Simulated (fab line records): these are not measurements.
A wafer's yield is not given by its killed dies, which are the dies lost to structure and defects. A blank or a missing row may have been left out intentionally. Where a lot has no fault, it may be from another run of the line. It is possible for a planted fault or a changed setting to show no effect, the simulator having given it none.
Which tool is to blame?	flow nand-harc	18 wafers sampled from 6 lots at 1 step of a route of 1302

## WHAT EACH GAUGE READ, for each wafer
NHARC_A_BLC_CD_MEAS_19.
lot	measured	on	cd-nm (nm)
L366	day 23 03:41	cd-sem-02	99.7 101.0 99.6
L373	day 27 00:46	cd-sem-01	98.0 99.0 100.9
L378	day 28 05:37	cd-sem-01	100.0 99.3 104.1
L383	day 30 11:28	cd-sem-01	103.4 99.2 102.9
L385	day 31 07:20	cd-sem-02	100.5 101.5 95.5
L387	day 31 20:38	cd-sem-03	94.0 98.4 97.8

## EACH LOT AND THE TOOL THAT RAN IT (in order: tool; ch and the chambers of the sampled wafers; start)
Record: no process step prior to these readings.

## THE ANSWER, worked out from the rows above alone
Rule: what is usual is taken from the lots themselves. Put in order of their means at a reading, lots are off if they are a third of the lots or fewer, leave a main group of 4 or more, and stand apart from it by a gap of 3 or more times the standard deviation of the main group's means; of several such gaps the widest counts. A main group is skipped when, at the precision printed for the reading in the tables above, its means are all equal. A lot without any number at a reading at which 4 lots or more have one is off too. All remaining lots with rows at the step are treated as sound.
No lot is off at any reading shown: from this, nothing can be told.

## WHAT THE SIMULATOR HAD PUT IN
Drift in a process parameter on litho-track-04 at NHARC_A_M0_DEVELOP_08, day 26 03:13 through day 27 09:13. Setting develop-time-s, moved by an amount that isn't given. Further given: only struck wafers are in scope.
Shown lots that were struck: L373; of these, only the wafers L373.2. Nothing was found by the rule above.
